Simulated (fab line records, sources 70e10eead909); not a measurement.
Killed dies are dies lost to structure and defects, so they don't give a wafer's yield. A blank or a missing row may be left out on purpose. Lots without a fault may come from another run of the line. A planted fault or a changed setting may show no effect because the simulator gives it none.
fab line records | flow nand_harc
record lots=13 wafers=39 last_day=27
route steps=1159 shown A_ZERO_WELL@411 A_ONON_D1@436 A_CHANNEL_HOLE_D1@450 END@1159
lots that met no fault: from a run of the same line without faults
start_h: hours from the record's first day to the start of the lot's first wafer shown | wait_h: hours since the lot's step before | " the same as in the row above | L1.1+2: a row that stands for several wafers | - no value, or no start given | * or withheld: withheld | < > ~ a bound
route shown NAME@n: a module of which the file shows steps, and the number in the route of the first | usual: mean/standard deviation of fault-free wafers | same: alike in all rows | chamber/n: place in a boat | sites: the reading at each site | _std_site: their standard deviation | _edge_site: outer sites' mean less inner sites' | radius_mm: how far each site lies from the wafer's centre | mask NAME#n: copy n | behind: the tool/chamber that last shaped the wafer | hold: why the lot was held/for how many hours/how that ended | device: the transistor (n, p or np) that didn't switch | end of line: the same wafers' tests at the end of the route | a step without rows: its recipe alone | killed: dies lost to structure and defects at the first sort, not the wafer's yield | map: a wafer's dies, x killed, . not, _ none there
set.NAME: the setting as run; set.NAME@STEP: as run at that earlier step | model.NAME: the simulator's own value behind a step, which no gauge read
steps of the route over a sample of lots; a table a step, a row a wafer
services: from which hour (start_h, from the record's first day; less than 0 if before it) a tool's chamber was out of use, for how many hours, and why
## steps
# step NHARC_A_ZERO_WELL_RTA_16
# recipe temp_c=1000 time_s=10
# usual lamp_power_pct=26.7/1.2 lamp_zone_7_pct=27.2/1.2 wafer_temp_C_max=1005.5/1.6
# columns lot.wafer tool chamber start_h wait_h lamp_power_pct lamp_zone_7_pct wafer_temp_C_max
L592.1 rtp_anneal-02 0 124.36 - 25.5 25.9 1007.2
L592.5 " 0 " " 25.4 25.8 1005.8
L592.6 " 0 " " 25.4 25.9 1006.4
L593.2 rtp_anneal-01 0 146.50 - 27.8 28.2 1003.8
L593.3 " 0 " " 27.8 28.3 1003.9
L593.6 " 0 " " 27.8 28.3 1003.8
L594.1 rtp_anneal-01 0 147.57 - 27.8 28.3 1004.3
L594.3 " 0 " " 27.8 28.2 1003.9
L594.4 " 0 " " 27.8 28.3 1004.4
L596.1 rtp_anneal-01 0 155.59 - 27.9 28.3 1005.0
L596.4 " 0 " " 27.9 28.3 1005.5
L596.5 " 0 " " 27.9 28.3 1005.5
L597.4 rtp_anneal-02 0 162.91 - 25.4 25.8 1005.8
L597.5 " 0 " " 25.4 25.9 1006.4
L597.6 " 0 " " 25.5 25.9 1006.0
L598.1 rtp_anneal-01 0 176.83 - 27.8 28.3 1004.5
L598.2 " 0 " " 27.8 28.3 1005.2
L598.4 " 0 " " 27.8 28.3 1004.2
L599.2 rtp_anneal-02 0 179.85 - 25.4 25.9 1008.9
L599.3 " 0 " " 25.5 25.9 1006.4
L599.4 " 0 " " 25.4 25.9 1007.1
L601.3 rtp_anneal-02 0 188.01 - 25.4 25.9 1007.4
L601.5 " 0 " " 25.5 25.8 1008.0
L601.6 " 0 " " 25.4 25.9 1007.9
L609.1 rtp_anneal-01 0 241.45 - 27.8 28.2 1004.0
L609.3 " 0 " " 27.8 28.3 1003.4
L609.4 " 0 " " 27.8 28.3 1003.3
L612.1 rtp_anneal-01 0 251.32 - 27.8 28.2 1004.8
L612.5 " 0 " " 27.9 28.2 1003.6
L612.6 " 0 " " 27.8 28.2 1005.7
L611.1 rtp_anneal-02 0 255.88 - 25.5 25.9 1007.8
L611.2 " 0 " " 25.5 25.9 1008.9
L611.5 " 0 " " 25.5 25.8 1006.9
L614.2 rtp_anneal-01 0 263.06 - 27.8 28.3 1004.6
L614.5 " 0 " " 27.9 28.3 1004.9
L614.6 " 0 " " 27.8 28.3 1005.2
L615.3 rtp_anneal-01 0 280.48 - 27.8 28.3 1004.6
L615.4 " 0 " " 27.8 28.3 1004.4
L615.6 " 0 " " 27.9 28.2 1004.6
# step NHARC_A_ONON_D1_DEP_16
# recipe target_thk_a=10000 n2_flow_sccm=2750 n2o_flow_sccm=2000 nh3_flow_sccm=500 sih4_flow_sccm=210 temp_c=400
# usual n2_flow_sccm=2748/7.6 nh3_flow_sccm=500.1/1.6
# columns lot.wafer tool chamber start_h wait_h n2_flow_sccm nh3_flow_sccm
L592.1 pecvd_onon-04 0 154.76 0.1 2739 501.4
L592.5 " 0 " " 2763 501.6
L592.6 " 0 " " 2736 499.3
L594.1 pecvd_onon-02 0 177.37 0.1 2748 500.3
L594.3 " 0 " " 2732 500.6
L594.4 " 0 " " 2743 500.5
L593.2 pecvd_onon-04 0 177.41 0.1 2756 499.8
L593.3 " 0 " " 2748 500.9
L593.6 " 0 " " 2759 500.9
L596.1 pecvd_onon-02 0 187.33 0.1 2731 501.1
L596.4 " 0 " " 2741 499.8
L596.5 " 0 " " 2741 501.1
L597.4 pecvd_onon-04 0 194.48 0.2 2755 501.5
L597.5 " 0 " " 2765 501.1
L597.6 " 0 " " 2746 501.1
L598.1 pecvd_onon-02 0 209.88 0.1 2749 502.4
L598.2 " 0 " " 2757 500.1
L598.4 " 0 " " 2746 501.6
L599.2 pecvd_onon-03 0 209.92 0.1 2749 497.7
L599.3 " 0 " " 2746 498.4
L599.4 " 0 " " 2740 499.3
L601.3 pecvd_onon-02 0 224.89 0.2 2751 500.3
L601.5 " 0 " " 2752 500.2
L601.6 " 0 " " 2766 499.1
L609.1 pecvd_onon-04 0 277.18 0.1 2749 499.9
L609.3 " 0 " " 2749 498.7
L609.4 " 0 " " 2743 501.4
L612.1 pecvd_onon-02 0 284.10 0.1 2746 498.6
L612.5 " 0 " " 2742 501.4
L612.6 " 0 " " 2737 501.5
L611.1 pecvd_onon-04 0 284.11 0.1 2746 500.8
L611.2 " 0 " " 2756 500.2
L611.5 " 0 " " 2763 503.4
L614.2 pecvd_onon-02 0 291.27 0.1 2747 501.9
L614.5 " 0 " " 2748 501.2
L614.6 " 0 " " 2750 500.2
L615.3 pecvd_onon-02 0 310.23 0.2 2759 499.4
L615.4 " 0 " " 2755 497.8
L615.6 " 0 " " 2752 498.4
# step NHARC_A_ONON_D1_THK_MEAS_18
# recipe thk_meas_gauge=ellipsometry
# usual thk_nm=996/9.5
# columns lot.wafer tool chamber start_h wait_h thk_nm
L592.1 film_metro-02 - 155.28 - 1006
L592.5 " - " " 1008
L592.6 " - " " 1005
L593.2 film_metro-02 - 177.87 - 985
L593.3 " - " " 986
L593.6 " - " " 985
L594.1 film_metro-02 - 177.88 - 992
L594.3 " - " " 990
L594.4 " - " " 993
L596.1 film_metro-02 - 187.85 - 988
L596.4 " - " " 986
L596.5 " - " " 988
L597.4 film_metro-01 - 194.81 - 1005
L597.5 " - " " 1005
L597.6 " - " " 1003
L599.2 film_metro-02 - 210.37 - 1000
L599.3 " - " " 999
L599.4 " - " " 1001
L598.1 film_metro-02 - 210.39 - 998
L598.2 " - " " 998
L598.4 " - " " 998
L601.3 film_metro-02 - 225.29 - 985
L601.5 " - " " 985
L601.6 " - " " 983
L609.1 film_metro-02 - 277.71 - 1552
L609.3 " - " " 1552
L609.4 " - " " 1552
L612.1 film_metro-01 - 284.61 - 972
L612.5 " - " " 974
L612.6 " - " " 971
L611.1 film_metro-02 - 284.62 - 1555
L611.2 " - " " 1555
L611.5 " - " " 1556
L614.2 film_metro-01 - 291.72 - 1001
L614.5 " - " " 1002
L614.6 " - " " 1001
L615.3 film_metro-02 - 310.63 - 1012
L615.4 " - " " 1010
L615.6 " - " " 1011
# step NHARC_A_CHANNEL_HOLE_D1_DEP_00
# recipe target_thk_a=31000 temp_c=400 material=aC
# usual throttle_valve_pct=35.001/0.009
# columns lot.wafer tool chamber start_h wait_h throttle_valve_pct
L592.1 acl_dep-01 0 158.16 0.1 35.014
L592.5 " 0 159.42 1.3 34.994
L592.6 " 0 " " 35.004
L593.2 acl_dep-01 0 183.40 2.6 35.011
L593.3 " 0 " " 34.993
L593.6 " 0 " " 35.013
L594.1 acl_dep-03 0 183.80 2.7 35.012
L594.3 " 0 " " 35.007
L594.4 " 0 " " 35.003
L596.1 acl_dep-02 0 191.22 0.5 35.004
L596.4 " 0 " " 35.001
L596.5 " 0 " " 34.996
L597.4 acl_dep-03 0 198.67 1.0 35.006
L597.5 " 0 " " 34.995
L597.6 " 0 " " 35.008
L599.2 acl_dep-01 0 213.62 0.4 35.013
L599.3 " 0 " " 35.002
L599.4 " 0 " " 34.989
L598.1 acl_dep-02 0 214.39 1.1 35.005
L598.2 " 0 " " 35.006
L598.4 " 0 " " 34.992
L601.3 acl_dep-02 0 230.17 1.9 34.998
L601.5 " 0 " " 35.013
L601.6 " 0 " " 35.023
L612.1 acl_dep-02 0 287.48 0.1 35.007
L612.5 " 0 288.76 1.3 35.001
L612.6 " 0 " " 35.003
L614.2 acl_dep-02 0 295.67 1.1 35.006
L614.5 " 0 " " 35.018
L614.6 " 0 " " 34.999
L615.3 acl_dep-02 0 314.57 0.7 35.000
L615.4 " 0 " " 34.997
L615.6 " 0 " " 34.999
# step NHARC_A_CHANNEL_HOLE_D1_CD_MEAS_10
# recipe target_cd_nm=100 landing_energy_ev=500
# usual cd_nm=99.9/0.45
# same landing_energy_ev=500
# columns lot.wafer tool chamber start_h wait_h cd_nm
L592.1 cd_sem-02 0 160.66 - 100.3
L592.5 " 0 " " 99.6
L592.6 " 0 " " 99.8
L593.2 cd_sem-03 0 185.61 - 99.2
L593.3 " 0 " " 99.7
L593.6 " 0 " " 99.9
L594.1 cd_sem-01 0 186.46 - 100.0
L594.3 " 0 " " 100.0
L594.4 " 0 " " 99.2
L596.1 cd_sem-02 0 193.88 - 99.1
L596.4 " 0 " " 99.6
L596.5 " 0 " " 99.7
L597.4 cd_sem-01 0 200.52 - 99.5
L597.5 " 0 " " 99.7
L597.6 " 0 " " 99.7
L599.2 cd_sem-01 0 215.98 - 99.0
L599.3 " 0 " " 99.2
L599.4 " 0 " " 100.1
L598.1 cd_sem-03 0 217.03 - 100.1
L598.2 " 0 " " 99.8
L598.4 " 0 " " 99.4
L601.3 cd_sem-02 0 232.23 - 99.5
L601.5 " 0 " " 99.8
L601.6 " 0 " " 99.9
L612.1 cd_sem-02 0 290.02 - 100.7
L612.5 " 0 " " 100.6
L612.6 " 0 " " 100.5
L614.2 cd_sem-02 0 298.22 - 100.3
L614.5 " 0 " " 100.5
L614.6 " 0 " " 100.3
L615.3 cd_sem-03 0 316.68 - 100.4
L615.4 " 0 " " 99.8
L615.6 " 0 " " 100.0
# step NHARC_END_SORT_01
# recipe temp_c=25
# usual killed_at_array=28/11 killed_at_other=0.9/1.2 killed_at_periphery=2.6/2.1 killed_dies=31/11 killed_open=3.1/1.7 killed_short=1.9/1.3
# same gross_dies=677
# columns lot.wafer tool chamber start_h wait_h killed_at_array killed_at_other killed_at_periphery killed_dies killed_open killed_short
L609.1 prober-02 0 606.09 2.4 673 0 4 677 3 3
L609.3 prober-02 0 607.69 3.1 676 0 1 677 0 2
L609.4 prober-02 0 608.49 3.4 675 0 2 677 4 1
L611.1 prober-02 0 629.46 2.5 676 1 0 677 2 2
L611.2 prober-02 0 630.25 2.8 674 0 3 677 5 4
L611.5 prober-02 0 632.65 3.7 674 0 3 677 5 0
# killed by level:class
L609.1 A_ONON_D1:area_dep=635 A_CHANNEL_HOLE_D1:chamber_film_flake=18 A_SLIT:chamber_film_flake=11 A_CONTACT:chamber_film_flake=4 P_M2:chamber_film_flake=2 P_CONTACT:geometric_particle:short=1 P_M0:geometric_particle:open=1 A_SOURCE_PLATE:geometric_particle:short=1
L609.3 A_ONON_D1:area_dep=635 A_CHANNEL_HOLE_D1:chamber_film_flake=22 A_SLIT:chamber_film_flake=12 A_CONTACT:chamber_film_flake=3 A_STAIRCASE:chamber_film_flake=2 A_SOURCE_PLATE:geometric_particle:short=1 A_CHANNEL_FILL_D1:geometric_particle:short=1 P_ZERO_WELL:chamber_film_flake=1
L609.4 A_ONON_D1:area_dep=637 A_CHANNEL_HOLE_D1:chamber_film_flake=19 A_SLIT:chamber_film_flake=9 A_CONTACT:chamber_film_flake=3 A_STAIRCASE:chamber_film_flake=2 P_M0:geometric_particle:open=1 A_ONON_D1:geometric_particle:open=1 A_SGD_CUT:geometric_particle:open=1
L611.1 A_ONON_D1:area_dep=624 A_CHANNEL_HOLE_D1:chamber_film_flake=20 A_SLIT:chamber_film_flake=13 A_CONTACT:chamber_film_flake=10 A_STAIRCASE:chamber_film_flake=3 A_ZERO_WELL:chamber_film_flake=2 A_ONON_D1:geometric_particle:short=1 A_CHANNEL_FILL_D1:geometric_particle:open=1
L611.2 A_ONON_D1:area_dep=624 A_CHANNEL_HOLE_D1:chamber_film_flake=21 A_SLIT:chamber_film_flake=12 A_CONTACT:chamber_film_flake=5 A_STAIRCASE:chamber_film_flake=4 A_ONON_D1:geometric_particle:short=2 A_CHANNEL_FILL_D1:geometric_particle:open=2 P_CONTACT:geometric_particle:open=1
L611.5 A_ONON_D1:area_dep=616 A_CHANNEL_HOLE_D1:chamber_film_flake=22 A_SLIT:chamber_film_flake=15 A_CONTACT:chamber_film_flake=10 A_STAIRCASE:chamber_film_flake=7 A_CONTACT:geometric_particle:open=2 P_ZERO_WELL:chamber_film_flake=2 P_M1:geometric_particle:open=1
## services
# columns tool chamber start_h hours kind
pecvd_onon-02 - 111.07 13.0 pm
acl_dep-01 - 113.77 13.0 pm
pecvd_onon-03 - 153.00 13.0 pm
acl_dep-02 - 168.16 13.0 pm
acl_dep-03 - 223.87 13.0 pm
pecvd_onon-04 - 237.00 13.0 pm
pecvd_onon-02 - 292.13 13.0 pm
acl_dep-01 - 295.58 13.0 pm
rtp_anneal-02 - 300.00 12.0 pm
## key
first_sign step=NHARC_A_ONON_D1_THK_MEAS_18 reading=thk_nm direction=up sigmas=58 usual=996 struck=1554
effect step=NHARC_END_SORT_01 reading=killed_at_array direction=up sigmas=60 usual=28 struck=675
more_kills_born_at NHARC_A_ONON_D1_DEP_16@pecvd_onon-04=3771
met_at NHARC_A_ONON_D1_DEP_16
struck_lots L609,L611
later_rows_left_out L609.1,L609.3,L609.4,L611.1,L611.2,L611.5
tester_left_out L609,L611
not_acting_at NHARC_A_ZERO_WELL_RTA_16,NHARC_A_CHANNEL_HOLE_D1_DEP_00,NHARC_A_CHANNEL_HOLE_D1_CD_MEAS_10
onset_between 194.48 277.18
fault kind=process_parameter_drift tool=pecvd_onon-04 chamber=- onset_h=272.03 steps=NHARC_A_ONON_D1_DEP_16 channel=target_thk_a offset=* shape=step end_h=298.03 acts_in=* stated=*
# tester_left_out: of these lots the tester's yield and bins aren't shown, on N5 and GAA mostly nor the transistor test; their killed dies are dies lost to structure and defects alone, not to doping, threshold or leakage, so they don't give the yield
# later_rows_left_out: the simulator's readings of these wafers behind a module that went badly wrong aren't trusted and aren't shown, but for the sort
